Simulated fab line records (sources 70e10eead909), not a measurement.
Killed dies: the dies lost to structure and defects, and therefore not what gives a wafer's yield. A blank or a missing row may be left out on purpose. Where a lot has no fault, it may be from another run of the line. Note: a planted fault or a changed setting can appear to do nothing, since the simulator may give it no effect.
Struck lot and sound lot, side by side / flow nandHarc / 14 steps out of a route of 1302
Sound: the wafers L307.1, L307.3, L307.5. Struck: wafer L311.1. The cause is named last.
For every step that has rows: the tool of each side, followed by ch and its chambers, followed by its first start. Under that, the readings that differ: sound wafers / struck wafers / difference of the means / sigmas: that difference in standard deviations of wafers without a fault.
alike: readings whose means differ by less than 2 such deviations, and words and numbers that are the same on both sides. not compared: withheld readings, readings that some wafer has no value for, bounds like >300 that may hide the same value, and numbers for which the record gives no deviation and whose values overlap.
Wherever a step has rows on one side only, a row that says differs or no value, or a row with sigmas, the two part there. When numbers do not overlap yet have no deviation, they are printed without sigmas and do not part them. Lack of a reading on every wafer of one side parts them only where that side has two or more wafers.

first, 1 step without rows for these wafers: NHARC_A_STAIRCASE_TRIM_220 (chemistry O2, time 211.2 s).
NHARC_A_STAIRCASE_ETCH_221: etches the open film in C4F8/O2, target depth 100 nm, time 40.5 s.
  sound on rieDiel-08 ch 1,3; struck on rieDiel-08 ch 3
  alike: oesProductAu, rfVppV, runLengthS
  not compared: rfHoursCounterH
NHARC_A_STAIRCASE_TRIM_222: chemistry O2, time 211.2 s.
  sound on rieDiel-08 ch 0,2,3; struck on rieDiel-08 ch 1
reading=showerheadPlenumPTorr (Torr); sound=3.58 3.36 3.59; struck=3.74; difference=+0.23; sigmas=+2
reading=throttleValvePct (%); sound=17.023 17.026 17.030; struck=17.051; difference=+0.025; sigmas=+3
  alike: drypumpMotorCurrentA, oesProductAu, rfVppV
  not compared: rfHoursCounterH
then, 1 step without rows for these wafers: NHARC_A_STAIRCASE_ETCH_223 (etches the open film in C4F8/O2, target depth 100 nm, time 40.5 s).
NHARC_A_STAIRCASE_TRIM_224: chemistry O2, time 211.2 s.
  sound on rieDiel-08 ch 0,2,3; struck on rieDiel-08 ch 1
reading=showerheadPlenumPTorr (Torr); sound=3.59 3.36 3.58; struck=3.74; difference=+0.23; sigmas=+2
  alike: drypumpMotorCurrentA, oesProductAu, rfVppV, throttleValvePct
  not compared: rfHoursCounterH
then, 3 steps without rows for these wafers: NHARC_A_STAIRCASE_ETCH_225 (etches the open film in C4F8/O2, target depth 100 nm, time 40.5 s); NHARC_A_STAIRCASE_TRIM_226 (chemistry O2, time 211.2 s); NHARC_A_STAIRCASE_ETCH_227 (etches the open film in C4F8/O2, target depth 100 nm, time 40.5 s).
NHARC_A_STAIRCASE_TRIM_229: chemistry O2, time 211.2 s.
  sound on rieDiel-09 ch 1,2, day 18 05:44; struck on rieDiel-09 ch 2, day 19 12:50
  alike: drypumpMotorCurrentA, oesProductAu, rfVppV, showerheadPlenumPTorr, throttleValvePct
  not compared: rfHoursCounterH
NHARC_A_STAIRCASE_ETCH_230: etches the open film in C4F8/O2, target depth 100 nm, time 40.5 s.
  sound on rieDiel-09 ch 0,1,2; struck on rieDiel-09 ch 3
  alike: oesProductAu, rfVppV, runLengthS
  not compared: rfHoursCounterH
then, 1 step without rows for these wafers: NHARC_A_STAIRCASE_TRIM_231 (chemistry O2, time 211.2 s).
NHARC_A_STAIRCASE_ETCH_232: etches the open film in C4F8/O2, target depth 100 nm, time 40.5 s.
  sound on rieDiel-09 ch 0,3, day 18 06:13; struck on rieDiel-09 ch 0, day 19 13:13
reading=runLengthS (s); sound=61.8 62.1 61.8; struck=48.8; difference=-13.1; sigmas=-28
  alike: oesProductAu, rfVppV
  not compared: rfHoursCounterH
then, 1 step without rows for these wafers: NHARC_A_STAIRCASE_TRIM_233 (chemistry O2, time 211.2 s).
NHARC_END_SORT_01:
  the record has rows for the sound wafers here (prober-01 ch 0, day 26 02:40) and none for the struck ones

WHERE THEY PART
Last at NHARC_END_SORT_01 as far as this record goes, first at NHARC_A_STAIRCASE_TRIM_222.

WHY: the cause the simulator had injected
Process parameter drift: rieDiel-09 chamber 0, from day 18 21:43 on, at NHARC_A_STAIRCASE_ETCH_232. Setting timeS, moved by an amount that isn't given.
